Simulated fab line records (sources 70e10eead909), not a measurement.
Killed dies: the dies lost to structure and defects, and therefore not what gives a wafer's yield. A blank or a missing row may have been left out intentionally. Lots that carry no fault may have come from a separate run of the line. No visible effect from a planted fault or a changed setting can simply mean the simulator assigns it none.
The tool behind it: which one? ; flow nand_harc ; 12 lots, 35 wafers sampled, at 5 steps of a route of 1159

== WHAT THE GAUGES READ, wafer by wafer ==
NHARC_END_SORT_01. Usual: killed_at_array 26, standard deviation 9.6; killed_at_other 0.7, standard deviation 0.92; killed_at_periphery 3.8, standard deviation 2.7; killed_dies 31, standard deviation 10; killed_open 3.3, standard deviation 1.7; killed_short 1.8, standard deviation 1.3.
lot;measured;on;killed_at_array;killed_at_other;killed_at_periphery;killed_dies;killed_open;killed_short;flag
L194;day 21 06:08;prober-01;41 671 673;0 0 0;3 6 4;44 677 677;4 4 1;0 3 5;OFF
L201;day 23 08:53;prober-01;39 672;4 2;5 3;48 677;2 3;1 3;OFF

== WHAT TOOL EACH LOT RAN ON (gives the tool, then ch and the chambers of the sampled wafers, and finally the start) ==
lot;NHARC_A_SLIT_ETCH_17;NHARC_A_WL_FILL_ETCHBACK_04;NHARC_A_WL_FILL_ETCHBACK_17;NHARC_A_WL_FILL_ETCHBACK_26
L189;har_etch-01 ch 0,1, day 14 18:14;rie_metal-01 ch 0,1, day 15 11:42;rie_metal-01 ch 0,1, day 15 22:38;rie_si-01 ch 1,2, day 16 03:24
L190;har_etch-02 ch 0,1, day 14 19:46;rie_metal-02 ch 0,1, day 15 15:28;rie_metal-03 ch 0,1, day 16 02:21;rie_si-03 ch 0,1,2, day 16 07:12
L186;har_etch-01 ch 0, day 14 20:19;rie_metal-03 ch 0,1, day 15 17:23;rie_metal-01 ch 1, day 16 01:59;rie_si-02 ch 2,3, day 16 07:11
L191;har_etch-01 ch 0, day 15 09:01;rie_metal-03 ch 1, day 15 23:41;rie_metal-01 ch 0, day 16 10:27;rie_si-01 ch 1,2,3, day 16 15:52
L192;har_etch-02 ch 0,1, day 15 17:55;rie_metal-03 ch 0,1, day 16 11:54;rie_metal-03 ch 0,1, day 16 22:37;rie_si-01 ch 0,2,3, day 17 03:58
L194;har_etch-02 ch 0,1, day 16 16:40;rie_metal-03 ch 0, day 17 08:25;rie_metal-02 ch 0,1, day 17 17:23;rie_si-02 ch 0,1,3, day 17 22:47
L201;har_etch-02 ch 0,1, day 18 13:17;rie_metal-03 ch 0,1, day 19 02:37;rie_metal-02 ch 1, day 19 13:04;rie_si-03 ch 0,3, day 19 18:10
L204;har_etch-02 ch 1, day 18 23:25;rie_metal-01 ch 0,1, day 19 15:26;rie_metal-02 ch 0, day 20 03:51;rie_si-01 ch 0,2, day 20 08:59
L205;har_etch-01 ch 1, day 19 11:54;rie_metal-02 ch 0, day 20 08:41;rie_metal-03 ch 0,1, day 20 19:53;rie_si-02 ch 0,1,3, day 21 01:19
L208;har_etch-02 ch 0,1, day 19 12:16;rie_metal-01 ch 0,1, day 20 03:01;rie_metal-03 ch 0,1, day 20 13:25;rie_si-03 ch 0,1,3, day 20 18:26
L206;har_etch-02 ch 0,1, day 19 14:25;rie_metal-01 ch 0,1, day 20 05:52;rie_metal-03 ch 0,1, day 20 16:49;rie_si-01 ch 2,3, day 20 22:11
L209;har_etch-02 ch 0,1, day 20 02:35;rie_metal-02 ch 0,1, day 20 17:05;rie_metal-02 ch 0,1, day 21 06:08;rie_si-03 ch 1,2,3, day 21 11:34
- NHARC_A_SLIT_ETCH_17: etches the open film in C4F8/O2/Ar, time 1687.5 s, target depth 10100 nm.
- NHARC_A_WL_FILL_ETCHBACK_04: etches the open film in NF3, target depth 60 nm, time 120 s.
- NHARC_A_WL_FILL_ETCHBACK_17: etches the open film in Cl2/BCl3, target depth 4 nm, time 26.7 s.
- NHARC_A_WL_FILL_ETCHBACK_26: etches the open film in HBr, target depth 52 nm, time 13.3 s.

== WHAT THE TOOLS THEMSELVES READ (means of the sampled wafers that have a number; where no wafer has one, the mark that the record gives instead) ==
NHARC_A_SLIT_ETCH_17. Usual: drypump_motor_current_A 6.0 A, standard deviation 0.84; showerhead_plenum_p_Torr 3.69 Torr, standard deviation 0.079; throttle_valve_pct 32.045 %, standard deviation 0.01.
lot;tool;drypump_motor_current_A (A);showerhead_plenum_p_Torr (Torr);throttle_valve_pct (%);flag
L189;har_etch-01;6.4;3.64;32.041;
L190;har_etch-02;5.5;3.71;32.043;
L186;har_etch-01;6.4;3.56;32.040;
L191;har_etch-01;6.4;3.56;32.056;
L192;har_etch-02;6.1;3.72;32.050;
L194;har_etch-02;6.2;3.72;32.042;
L201;har_etch-02;5.8;3.69;32.047;
L204;har_etch-02;6.8;3.72;32.043;
L205;har_etch-01;6.3;3.77;32.039;
L208;har_etch-02;5.5;3.68;32.039;
L206;har_etch-02;5.5;3.68;32.041;
L209;har_etch-02;6.1;3.69;32.043;

NHARC_A_WL_FILL_ETCHBACK_04. Usual: drypump_motor_current_A 6.1 A, standard deviation 0.56; oes_product_au 0.998 a.u., standard deviation 0.0075; run_length_s 141.0 s, standard deviation 0.48.
lot;tool;drypump_motor_current_A (A);oes_product_au (a.u.);run_length_s (s);flag
L189;rie_metal-01;5.7;0.996;141.5;
L190;rie_metal-02;5.7;0.997;141.2;
L186;rie_metal-03;6.5;1.002;141.1;
L191;rie_metal-03;6.7;0.995;141.2;
L192;rie_metal-03;6.3;1.002;140.6;
L194;rie_metal-03;6.1;0.997;107.1;OFF
L201;rie_metal-03;6.4;1.004;115.7;OFF
L204;rie_metal-01;5.8;1.002;141.5;
L205;rie_metal-02;5.6;1.004;141.3;
L208;rie_metal-01;5.8;1.000;141.4;
L206;rie_metal-01;6.3;0.999;141.3;
L209;rie_metal-02;5.7;0.998;140.9;

NHARC_A_WL_FILL_ETCHBACK_17. Usual: drypump_motor_current_A 6.1 A, standard deviation 0.57; oes_product_au 1.000 a.u., standard deviation 0.0082; run_length_s 47.8 s, standard deviation 0.47.
lot;tool;drypump_motor_current_A (A);oes_product_au (a.u.);run_length_s (s);flag
L189;rie_metal-01;5.8;0.993;48.1;
L190;rie_metal-03;6.5;1.004;47.7;
L186;rie_metal-01;6.8;1.004;48.0;
L191;rie_metal-01;5.3;0.992;48.4;
L192;rie_metal-03;6.3;1.006;47.3;
L194;rie_metal-02;5.7;0.989;47.4;
L201;rie_metal-02;5.8;0.996;47.2;
L204;rie_metal-02;5.6;1.002;47.9;
L205;rie_metal-03;6.3;1.007;47.6;
L208;rie_metal-03;6.5;1.002;47.5;
L206;rie_metal-03;6.6;1.006;47.6;
L209;rie_metal-02;5.7;0.995;47.7;

NHARC_A_WL_FILL_ETCHBACK_26. Usual: drypump_motor_current_A 5.6 A, standard deviation 0.33; oes_product_au 1.001 a.u., standard deviation 0.007; rf_fwd_power_W 342.1 W, standard deviation 1.5; run_length_s 34.5 s, standard deviation 0.44; throttle_valve_pct 23.266 %, standard deviation 0.0095.
lot;tool;drypump_motor_current_A (A);oes_product_au (a.u.);rf_fwd_power_W (W);run_length_s (s);throttle_valve_pct (%);flag
L189;rie_si-01;5.6;0.993;341.6;35.0;23.269;
L190;rie_si-03;5.7;0.999;341.7;34.6;23.256;
L186;rie_si-02;5.5;0.995;342.4;34.1;23.259;
L191;rie_si-01;5.6;0.997;342.4;34.8;23.262;
L192;rie_si-01;5.8;1.002;342.5;34.6;23.266;
L194;rie_si-02;5.4;1.005;342.3;34.3;23.279;
L201;rie_si-03;5.5;0.996;342.2;34.5;23.265;
L204;rie_si-01;5.8;0.998;342.9;34.4;23.267;
L205;rie_si-02;5.4;0.995;342.4;34.2;23.265;
L208;rie_si-03;5.6;1.002;341.9;34.7;23.273;
L206;rie_si-01;5.7;1.003;343.1;34.7;23.259;
L209;rie_si-03;5.9;0.997;341.5;34.7;23.260;

== THE ANSWER, worked out from the rows above alone ==
Rule: a lot is off if the mean of its wafers that have a number lies more than 3 standard deviations from the usual mean. Also off: a lot with no number at a reading for which 4 or more lots have one. Where the step has rows for the other lots, those lots are counted as sound. Order of review: gauges by route order, followed by the tools' own readings, for which a lot's mean as printed above is used. At the first step where some lot is off, the reading lying furthest off is the one used; lots without a number count as furthest.
Off, at NHARC_END_SORT_01 on killed_at_array: L194, L201. Neither off nor sound, because the step has no rows for them: L189, L190, L186, L191, L192, L204, L205, L208, L206, L209.
If a tool, at a process step before that reading, ran all the lots that are off and no sound lot after the first of them, it fits. The gauges at NHARC_END_SORT_01 aren't tried: what is off there is off at NHARC_A_WL_FILL_ETCHBACK_04 too, on other tools, and a gauge's error can't cause that. Can't be told from this: 3 tools fit, har_etch-02 at NHARC_A_SLIT_ETCH_17, rie_metal-03 at NHARC_A_WL_FILL_ETCHBACK_04, rie_metal-02 at NHARC_A_WL_FILL_ETCHBACK_17.

== WHAT THE SIMULATOR PUT IN ==
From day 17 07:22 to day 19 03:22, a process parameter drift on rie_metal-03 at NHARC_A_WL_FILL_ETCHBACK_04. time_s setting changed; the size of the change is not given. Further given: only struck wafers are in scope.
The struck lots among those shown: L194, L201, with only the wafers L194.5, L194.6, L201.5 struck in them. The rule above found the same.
